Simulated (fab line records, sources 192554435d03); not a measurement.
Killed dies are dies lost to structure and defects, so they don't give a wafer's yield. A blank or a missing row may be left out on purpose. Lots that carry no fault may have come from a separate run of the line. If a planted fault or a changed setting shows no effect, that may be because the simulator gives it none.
fab line records    flow n5-finfet
record: lots: 6  wafers: 18  last-day: 18
route steps=1938 shown STI_FIN_REVEAL@184 BEOL_M4@1111
lots with no fault: from the same line, run without faults
start-h: the number of hours between the record's first day and the start of the first shown wafer of the lot    wait-h: time in hours since the lot's previous step    " identical to the entry in the row above    L1.1+2: a row that stands for several wafers    - no value, or no start was given    * or withheld: withheld    < > ~ a bound
route shown NAME@n: a module of which the file shows steps, and the number in the route of the first    usual: mean and standard deviation over wafers with no fault    same: alike in all rows    chamber/n: place in a boat    sites: per-site readings    _std_site: how widely they spread, as a standard deviation    _edge_site: the outer-site mean with the inner-site mean subtracted    radius-mm: how far each site lies from the wafer's centre    mask NAME#n: copy n    behind: tool/chamber where the wafer was last shaped    hold: cause of the lot's hold/its duration in hours/its outcome    device: the n, p or np transistor that did not switch    end of line: at the end of the route, the tests of the same wafers    a step given without rows: its recipe and nothing more    killed: the dies lost at the first sort to structure and to defects; this is not the yield of the wafer    map: a wafer's dies, marking killed ones x, the rest . and places with no die _
set.NAME: the setting the step ran with; set.NAME@STEP: the setting that earlier step ran with    model.NAME: the simulator's own value behind a step, which no gauge read
lots at some steps of the route; a table a step, a row a wafer
services: from which hour (start-h, from the record's first day; less than 0 if before it) a tool's chamber was out of use, for how many hours, and why
== steps ==
step: N5_STI_FIN_REVEAL_ALD_14
recipe: material: Si3N4  target-thk-a: 30  temp-c: 400  ald-precursor-family: SiH2I2  ald-co-reactant: N2/H2-plasma  pressure-torr: 2
step: N5_STI_FIN_REVEAL_FCVD_FILL_01
recipe: material: SiO2_flowable  target-thk-a: 3120  temp-c: 100  pressure-torr: 0.8  rf-w: 2000  time-s: 512.2
step: N5_STI_FIN_REVEAL_DENSIFY_02
recipe: temp-c: 650  ambient: steam  time-s: 1800  idle-temp-c: 400  densification-p-h2o-torr: 640
step: N5_STI_FIN_REVEAL_CMP_04
recipe: stop-on: Si3N4  t-overpolish-s: 4  down-force-psi: 2  platen-rpm: 54.18  post-cmp-clean: alkaline-brush  pad-velocity-m-s: 1.078  target-thk-nm: 131.83
usual: head-pressure-psi: 2.001/0.0042  motor-current-A: 7.8/0.75  overpolish-run-s: 4.000/0.0093  slurry-flow-ml-min: 150.0/0.46  time-to-endpoint-s: 101/5.1
lot.wafer  tool    chamber  start-h  wait-h  head-pressure-psi  motor-current-A  overpolish-run-s  slurry-flow-ml-min  time-to-endpoint-s
L110.2     cmp-02  2        46.16    0.1     1.998              8.1              4.005             149.7               102
L110.3     "       0        "        "       1.992              6.7              3.993             149.9               100
L110.5     "       2        "        "       2.000              8.1              3.999             149.3               99
L115.2     cmp-02  3        79.30    0.0     1.999              6.5              4.007             150.3               102
L115.4     "       0        "        "       2.000              6.9              3.995             149.0               97
L115.6     "       3        "        "       1.997              6.6              3.997             150.3               100
L121.1     cmp-01  1        112.66   0.0     2.001              9.7              4.015             150.1               106
L121.2     "       2        "        "       2.004              7.5              3.999             149.9               103
L121.5     "       1        "        "       2.001              9.4              4.018             150.5               105
L123.3     cmp-02  3        124.93   0.1     2.005              6.8              3.998             149.6               96
L123.5     "       1        "        "       2.005              8.4              3.997             149.4               91
L123.6     "       2        "        "       2.004              8.4              4.019             150.5               99
L127.4     cmp-01  3        146.93   0.0     1.997              7.6              4.004             150.3               107
L127.1     "       0        "        "       1.999              8.2              3.998             149.6               108
L127.3     "       2        "        "       2.005              7.0              4.005             151.0               102
L131.3     cmp-02  3        172.05   0.1     2.007              6.8              3.996             150.1               100
L131.4     "       0        "        "       2.003              7.2              4.020             150.0               100
L131.5     "       3        "        "       2.004              7.1              4.020             149.4               98
step: N5_STI_FIN_REVEAL_THK_MEAS_05
usual: thk-nm: 131.5/1.3
lot.wafer  tool           chamber  start-h  wait-h  thk-nm
L110.2     film-metro-02  -        46.46    -       130.6
L110.3     "              -        "        "       131.6
L110.5     "              -        "        "       131.2
L115.2     film-metro-02  -        79.59    -       133.4
L115.4     "              -        "        "       132.4
L115.6     "              -        "        "       132.6
L121.1     film-metro-01  -        112.96   -       132.6
L121.2     "              -        "        "       133.2
L121.5     "              -        "        "       133.2
L123.3     film-metro-02  -        125.15   -       130.1
L123.5     "              -        "        "       128.7
L123.6     "              -        "        "       129.1
L127.1     film-metro-02  -        147.22   -       131.7
L127.3     "              -        "        "       131.4
L127.4     "              -        "        "       132.4
L131.3     film-metro-02  -        172.31   -       131.2
L131.4     "              -        "        "       132.2
L131.5     "              -        "        "       132.0
step: N5_STI_FIN_REVEAL_DENSIFY_30
recipe: temp-c: *  time-s: *  ambient: N2  idle-temp-c: 600  ramp-up-c-per-s: 150  ramp-down-c-per-s: 60  cool-to-c: 600
usual: lamp-power-pct: 11.54/0.05  wafer_temp_C_max: *
lot.wafer  tool           chamber  start-h  wait-h  lamp-power-pct  wafer_temp_C_max
L110.2     rtp-anneal-01  0        46.55    0.1     11.55           *
L110.3     "              0        "        "       11.51           *
L110.5     "              0        "        "       11.63           *
L115.2     rtp-anneal-02  0        79.65    0.1     11.51           *
L115.4     "              0        "        "       11.62           *
L115.6     "              0        "        "       11.48           *
L121.1     rtp-anneal-02  0        113.00   0.0     11.54           *
L121.2     "              0        "        "       11.50           *
L121.5     "              0        "        "       11.56           *
L123.3     rtp-anneal-02  0        125.23   0.1     11.56           *
L123.5     "              0        "        "       11.48           *
L123.6     "              0        "        "       11.52           *
L127.1     rtp-anneal-02  0        147.44   0.2     11.50           *
L127.3     "              0        "        "       11.45           *
L127.4     "              0        "        "       11.56           *
L131.3     rtp-anneal-02  0        172.39   0.1     11.55           *
L131.4     "              0        "        "       11.56           *
L131.5     "              0        "        "       11.49           *
step: N5_STI_FIN_REVEAL_ETCHBACK_08
recipe: chemistry: C4F6/O2  target: SiO2  target-depth-a: 305  time-s: 10.167  ion-energy-ev: 250  pressure-mtorr: 30  source-w: 345  bias-w: 185  Ar_flow_sccm: 300  C4F6_flow_sccm: 10  O2_flow_sccm: 10
usual: chamber-pressure-mTorr: 30.002/0.027  drypump-motor-current-A: 5.8/0.41  mfc-ar-sccm: 300.1/0.91  oes-product-au: 0.79/0.097  rf-vpp-V: 661/11  showerhead-plenum-p-Torr: 2.88/0.07  throttle-valve-pct: 21.27/0.22
lot.wafer  tool         chamber  start-h  wait-h  chamber-pressure-mTorr  drypump-motor-current-A  mfc-ar-sccm  oes-product-au  rf-hours-counter-h  rf-vpp-V  showerhead-plenum-p-Torr  throttle-valve-pct
L110.2     rie-diel-01  3        46.75    0.2     30.004                  5.5                      299.5        0.74            179                 660       2.83                      21.26
L110.3     "            1        "        "       30.033                  6.4                      298.8        0.95            21                  670       2.91                      20.78
L110.5     "            3        "        "       30.020                  5.5                      300.7        0.74            -                   661       2.83                      21.25
L115.2     rie-diel-01  3        79.83    0.2     29.931                  5.5                      299.2        0.73            189                 660       2.83                      21.25
L115.4     "            2        "        "       30.012                  5.3                      300.7        0.73            202                 645       2.83                      21.35
L115.6     "            0        "        "       30.029                  6.7                      299.3        0.70            -                   654       2.93                      21.35
L121.1     rie-diel-06  2        113.21   0.2     29.966                  5.6                      300.8        0.70            224                 669       2.94                      21.45
L121.2     "            0        "        "       29.988                  5.2                      299.1        0.82            113                 681       2.99                      21.26
L121.5     "            0        "        "       30.016                  5.2                      299.6        0.81            -                   681       2.99                      21.25
L123.3     rie-diel-01  0        125.40   0.1     30.007                  6.7                      300.1        0.70            236                 652       2.92                      21.37
L123.5     "            2        "        "       30.001                  5.3                      300.5        0.71            -                   646       2.82                      21.38
L123.6     "            3        "        "       30.015                  5.5                      301.5        0.72            -                   660       2.82                      21.28
L127.1     rie-diel-06  0        147.85   0.3     29.960                  5.2                      300.5        0.80            123                 683       2.99                      21.26
L127.3     "            3        "        "       30.028                  5.7                      300.7        0.77            167                 653       2.82                      21.48
L127.4     "            2        "        "       30.040                  5.6                      299.5        0.69            237                 669       2.93                      21.48
L131.3     rie-diel-06  0        172.56   0.1     29.990                  5.2                      302.3        0.79            132                 681       2.99                      21.30
L131.4     "            3        "        "       29.960                  5.7                      300.5        0.77            174                 652       2.82                      21.48
L131.5     "            3        "        "       30.010                  5.7                      299.3        0.77            -                   654       2.82                      21.49
step: N5_STI_FIN_REVEAL_STRIP_24
recipe: chemistry: N2/H2  time-s: 90  power-w: 100  temp-c: 40  pressure-mtorr: 100  rf-frequency-hz: 6e+07  bias-power-w: 3  n2-flow-sccm: 300  h2-flow-sccm: 300
step: N5_STI_FIN_REVEAL_PRECLEAN_25
recipe: chemistry: SPM  time-s: 90  temp-c: 120  mix: 4:1
step: N5_STI_FIN_REVEAL_PRECLEAN_26
recipe: chemistry: SC1  time-s: 45  temp-c: 46  mix: 1:2:100
step: N5_STI_FIN_REVEAL_PRECLEAN_29
recipe: chemistry: DHF  time-s: 30  temp-c: 25  dilution: 300:1
step: N5_STI_FIN_REVEAL_SRD_12
recipe: time-s: 30  temp-c: 23  rinse-liquid: diw  dry: ipa-marangoni
step: N5_STI_FIN_REVEAL_RECESS_09
recipe: chemistry: HF/NH3  target: SiO2  afs-cycles: 11  target-depth-a: 425  temp-c: 30  sublimation-temp-c: 180  sublimation-time-s: 60
usual: drypump-motor-current-A: 5.8/0.52
lot.wafer  tool           chamber  start-h  wait-h  drypump-motor-current-A  model.etch.depth-nm
L110.2     vapor-etch-01  0        47.00    0.0     6.0                      41.89
L110.3     "              0        "        "       6.0                      41.89
L110.5     "              1        "        "       5.0                      41.89
L115.2     vapor-etch-02  1        80.09    0.0     6.1                      42.72
L115.4     "              1        "        "       6.0                      42.72
L115.6     "              1        "        "       6.0                      42.72
L121.1     vapor-etch-02  1        113.56   0.1     6.1                      42.68
L121.2     "              0        "        "       6.3                      36.06
L121.5     "              1        114.62   1.2     6.1                      42.68
L123.3     vapor-etch-02  1        126.18   0.6     6.1                      41.95
L123.5     "              0        "        "       6.3                      35.44
L123.6     "              1        "        "       6.1                      41.95
L127.1     vapor-etch-01  1        148.10   0.0     5.0                      42.56
L127.3     "              0        "        "       6.0                      42.56
L127.4     "              1        "        "       5.0                      42.56
L131.3     vapor-etch-01  0        173.36   0.6     5.9                      42.28
L131.4     "              1        "        "       5.0                      42.28
L131.5     "              1        "        "       5.0                      42.28
step: N5_STI_FIN_REVEAL_STRIP_16
recipe: chemistry: H3PO4  material: SiNx  temp-c: 165  target-depth-a: 238  overetch-fraction: 0.4964  dry: ipa-marangoni
step: N5_STI_FIN_REVEAL_PRECLEAN_17
recipe: chemistry: NF3:NH3  afs-cycles: 1  temp-c: 30  time-s: 20  sublimation-temp-c: 180  sublimation-time-s: 60  pressure-torr: 3  rf-power-w: 30
step: N5_STI_FIN_REVEAL_ETCH_34
recipe: chemistry: H2  mode: isotropic  material: Si  target: Si  target-depth-a: 9.7  temp-c: 20  pressure-mtorr: 4.5  icp-w: 300  bias-w: 0  h2-flow-sccm: 7.5  he-flow-sccm: 142.5
usual: chamber-pressure-mTorr: 4.500/0.0042  drypump-motor-current-A: 5.6/0.61  he-backside-leak-sccm: 2.73/0.28  he-flow-sccm: 142.4/0.44  oes-product-au: 1.003/0.017  throttle-valve-pct: 25.8/0.31
lot.wafer  tool       chamber  start-h  wait-h  chamber-pressure-mTorr  drypump-motor-current-A  he-backside-leak-sccm  he-flow-sccm  oes-product-au  rf-hours-counter-h  throttle-valve-pct
L110.2     rie-si-05  0        49.11    0.1     4.495                   4.9                      3.19                   143.0         1.009           35                  25.7
L110.3     "          3        "        "       4.496                   5.6                      2.73                   142.6         0.998           88                  26.0
L110.5     "          1        "        "       4.499                   4.9                      2.71                   142.5         1.020           -                   26.5
L115.2     rie-si-05  2        82.71    0.1     4.497                   6.2                      3.22                   141.7         0.997           93                  25.9
L115.4     "          3        "        "       4.498                   5.6                      2.71                   142.2         0.997           89                  26.0
L115.6     "          1        "        "       4.495                   4.9                      2.57                   142.8         1.034           -                   26.5
L121.1     rie-si-05  2        115.68   0.2     4.497                   6.2                      3.10                   142.6         0.997           94                  25.9
L121.2     "          1        "        "       4.504                   4.9                      3.11                   142.7         1.020           44                  26.5
L121.5     "          3        "        "       4.497                   5.6                      2.69                   141.9         1.005           -                   26.0
L123.3     rie-si-02  3        127.74   0.1     4.504                   6.0                      2.33                   143.4         1.000           8                   26.0
L123.5     "          0        "        "       4.502                   4.9                      2.49                   142.4         0.982           -                   26.3
L123.6     "          3        "        "       4.504                   6.0                      2.31                   143.5         1.007           -                   26.0
L127.1     rie-si-04  3        150.20   0.2     4.496                   4.8                      2.66                   143.2         0.997           27                  26.1
L127.3     "          0        "        "       4.495                   6.4                      2.43                   143.0         0.968           4                   25.6
L127.4     "          2        "        "       4.503                   6.0                      3.04                   143.1         1.007           9                   25.5
L131.3     rie-si-04  1        174.92   0.1     4.497                   5.4                      3.04                   141.9         1.009           184                 25.4
L131.4     "          3        "        "       4.500                   4.9                      2.66                   143.1         0.998           27                  26.1
L131.5     "          0        "        "       4.497                   6.4                      2.48                   142.0         0.964           -                   25.5
step: N5_STI_FIN_REVEAL_OXIDATION_31
recipe: chemistry: O2_PLASMA_REMOTE  temp-c: 150  time-s: 20  pressure-mtorr: 1000  source-power-w: 2000  o2-flow-sccm: 3000
usual: chamber-pressure-mTorr: 1000.0/0.95  drypump-motor-current-A: 5.7/0.4  heater-power-w: 142/11
lot.wafer  tool             chamber  start-h  wait-h  chamber-pressure-mTorr  drypump-motor-current-A  heater-power-w  rf-hours-counter-h
L110.2     plasma-asher-02  1        49.17    0.0     1000.1                  5.5                      156             87
L110.3     "                0        "        "       999.4                   5.3                      132             -
L110.5     "                1        "        "       999.7                   5.4                      153             -
L115.2     plasma-asher-02  1        82.77    0.0     1001.4                  5.5                      152             93
L115.4     "                1        "        "       1001.2                  5.4                      155             -
L115.6     "                0        "        "       999.0                   5.3                      132             -
L121.1     plasma-asher-01  0        115.74   0.0     1000.6                  6.2                      130             44
L121.2     "                1        "        "       999.9                   6.0                      148             44
L121.5     "                1        "        "       998.2                   6.1                      144             -
L123.3     plasma-asher-02  0        127.89   0.1     1000.4                  5.2                      132             -
L123.5     "                0        "        "       998.3                   5.2                      131             -
L123.6     "                1        "        "       999.3                   5.4                      157             -
L127.1     plasma-asher-01  0        150.26   0.0     1001.1                  6.2                      126             48
L127.3     "                1        "        "       1000.6                  6.1                      145             -
L127.4     "                0        "        "       998.8                   6.2                      131             -
L131.3     plasma-asher-02  1        175.00   0.1     999.8                   5.4                      156             -
L131.4     "                0        "        "       1001.1                  5.3                      134             -
L131.5     "                0        "        "       1000.3                  5.3                      131             -
step: N5_STI_FIN_REVEAL_PRECLEAN_32
recipe: chemistry: NF3:NH3  afs-cycles: 1  temp-c: 30  time-s: 20  sublimation-temp-c: 180  sublimation-time-s: 60  pressure-torr: 3  rf-power-w: 30
step: N5_STI_FIN_REVEAL_STRIP_35
recipe: chemistry: H3PO4  material: Si3N4  temp-c: 165  target-depth-a: 40  time-s: 39
step: N5_STI_FIN_REVEAL_SRD_21
recipe: dry: ipa-marangoni  time-s: 30  temp-c: 23  rinse-liquid: diw
step: N5_STI_FIN_REVEAL_OXIDATION_33
recipe: chemistry: O2_PLASMA_REMOTE  temp-c: 150  time-s: 20  pressure-mtorr: 1000  source-power-w: 2000  o2-flow-sccm: 3000
step: N5_STI_FIN_REVEAL_CLEAN_19
recipe: chemistry: O3/DIW  temp-c: 25  time-s: 120  o3-ppm: 10
step: N5_STI_FIN_REVEAL_SRD_23
recipe: dry: ipa-marangoni  time-s: 30  temp-c: 23  rinse-liquid: diw
step: N5_STI_FIN_REVEAL_CD_MEAS_22
recipe: target-cd-nm: 6.238  pitch-nm: 28  polarity: line
usual: cd-nm: 6.21/0.27
lot.wafer  tool       chamber  start-h  wait-h  cd-nm
L110.2     cd-sem-03  -        49.69    0.0     5.92
L110.3     "          -        "        "       6.43
L110.5     "          -        "        "       6.21
L115.2     cd-sem-01  -        83.30    0.0     6.23
L115.4     "          -        "        "       6.22
L115.6     "          -        "        "       6.29
L121.1     cd-sem-01  -        116.27   0.0     6.31
L121.2     "          -        "        "       6.12
L121.5     "          -        "        "       6.36
L123.3     cd-sem-03  -        128.94   0.0     6.64
L123.5     "          -        "        "       6.25
L123.6     "          -        "        "       5.95
L127.1     cd-sem-03  -        150.80   0.0     6.14
L127.3     "          -        "        "       6.46
L127.4     "          -        "        "       6.03
L131.3     cd-sem-03  -        175.50   0.0     6.63
L131.4     "          -        "        "       6.57
L131.5     "          -        "        "       6.37
step: N5_STI_FIN_REVEAL_FIN_H_MEAS_10
usual: trench-depth-nm: 52.1/0.65
lot.wafer  tool    chamber  start-h  wait-h  trench-depth-nm
L110.2     ocd-02  -        49.72    0.0     51.6
L110.3     "       -        "        "       51.9
L110.5     "       -        "        "       52.1
L115.2     ocd-02  -        83.33    0.0     52.7
L115.4     "       -        "        "       51.9
L115.6     "       -        "        "       51.5
L121.1     ocd-02  -        116.30   0.0     52.1
L121.2     "       -        "        "       45.3
L121.5     "       -        "        "       52.2
L123.3     ocd-02  -        128.97   0.0     51.0
L123.5     "       -        "        "       44.9
L123.6     "       -        "        "       51.2
L127.1     ocd-01  -        150.83   0.0     51.2
L127.3     "       -        "        "       52.9
L127.4     "       -        "        "       51.5
L131.3     ocd-01  -        175.53   0.0     51.6
L131.4     "       -        "        "       52.6
L131.5     "       -        "        "       53.2
step: N5_STI_FIN_REVEAL_PRECLEAN_18
recipe: chemistry: SC2  time-s: 45  temp-c: 35  mix: 1:1:50
step: N5_BEOL_M4_RC_MEAS_101
usual: DIBL_N: 36.0/1.7  DIBL_P: 36.0/2  IOFF_N: 0.156/0.028  IOFF_P: 0.21/0.04  ION_N: 673/12  ION_P: 463/8.3  SS_N: 71.4/0.6  SS_P: 73.3/0.66  VT_N: 250/3  VT_P: -250/3.8
lot.wafer  tool       chamber  start-h  wait-h  DIBL_N[mV/V]  DIBL_P[mV/V]  IOFF_N[nA/um]  IOFF_P[nA/um]  ION_N[uA/um]  ION_P[uA/um]  SS_N[mV/dec]  SS_P[mV/dec]  VT_N[mV]  VT_P[mV]
L110.2     prober-02  0        169.46   0.2     32.8          32.6          0.114          0.14           664           451           71.0          71.6          255       -259
L110.3     "          0        "        "       34.9          35.6          0.151          0.18           692           466           71.0          73.7          250       -253
L110.5     "          0        "        "       33.6          35.5          0.134          0.17           675           458           70.9          73.3          252       -254
L115.2     prober-01  0        209.64   0.2     35.6          34.4          0.140          0.19           680           467           72.3          72.9          249       -255
L115.4     "          0        "        "       36.7          35.7          0.151          0.20           672           460           71.5          73.1          252       -249
L115.6     "          0        "        "       38.4          37.1          0.189          0.22           681           459           72.7          73.4          249       -253
L121.1     prober-01  0        242.92   0.0     37.9          39.8          0.192          0.34           677           482           71.8          74.1          247       -240
L121.2     "          0        "        "       39.6          40.8          0.234          0.35           697           481           72.3          74.8          242       -241
L121.5     "          0        "        "       38.8          39.8          0.215          0.33           687           479           72.7          74.5          247       -241
L123.3     prober-02  0        254.33   0.3     33.7          33.7          0.131          0.16           664           451           70.9          73.4          251       -256
L123.5     "          0        "        "       34.3          34.9          0.139          0.17           663           460           71.5          73.0          253       -254
L123.6     "          0        "        "       35.4          35.7          0.154          0.18           677           458           72.2          73.6          248       -253
L127.1     prober-02  0        289.46   0.0     36.7          36.6          0.148          0.21           660           449           70.5          74.0          249       -251
L127.3     "          0        "        "       35.5          36.0          0.147          0.20           680           464           70.5          73.3          249       -251
L127.4     "          0        "        "       34.5          33.5          0.130          0.17           662           452           70.3          72.1          253       -253
L131.3     prober-02  0        312.89   0.3     37.0          38.0          0.186          0.23           682           463           71.3          73.9          247       -249
L131.4     "          0        "        "       38.8          40.0          0.218          0.26           711           480           72.0          74.3          244       -247
L131.5     "          0        "        "       36.3          37.7          0.167          0.21           698           474           71.3          73.4          250       -252
== services ==
tool             chamber  start-h  hours  kind
rie-si-04        2        31.88    14.7   repair
cmp-02           -        44.27    0.7    repair
cmp-01           -        44.32    4.0    pm
plasma-asher-02  -        53.86    1.6    repair
rie-diel-06      1        62.37    -      clean
rie-diel-06      1        62.37    -      consumable-replace:focus-ring
rie-diel-06      1        62.37    -      consumable-replace:showerhead
rie-diel-06      1        62.37    18.6   scheduled-down
plasma-asher-01  -        66.64    4.5    repair
rie-diel-06      2        78.60    4.3    repair
rie-diel-01      3        80.46    4.2    repair
rtp-anneal-01    -        83.86    3.5    pm
rie-si-05        1        85.21    22.8   repair
cmp-02           -        86.96    1.6    repair
cmp-02           -        102.67   6.4    pm
vapor-etch-01    -        117.81   0.3    repair
cmp-01           -        118.04   1.8    repair
plasma-asher-01  -        119.53   9.3    repair
rie-si-05        2        131.94   12.4   repair
rie-diel-06      1        132.23   6.0    repair
rie-diel-06      0        133.63   5.5    repair
rie-diel-06      -        139.31   0.5    repair
cmp-02           -        145.88   3.5    pm
rie-diel-06      3        155.87   5.8    repair
== key ==
first-sign: step: N5_STI_FIN_REVEAL_FIN_H_MEAS_10  reading: trench-depth-nm  direction: down  sigmas: 11  usual: 52.1  struck: 45.1
effect none on later readings
model-effect: step: N5_STI_FIN_REVEAL_RECESS_09  value: etch.depth-nm  without: 42.31  struck: 35.75
met-at N5_STI_FIN_REVEAL_RECESS_09
struck-wafers L121.2,L123.5
fault: kind: process-parameter-drift  tool: vapor-etch-02  chamber: 0  onset-h: 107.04  steps: N5_STI_FIN_REVEAL_RECESS_09  channel: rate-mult  offset: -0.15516  shape: step  end-h: 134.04
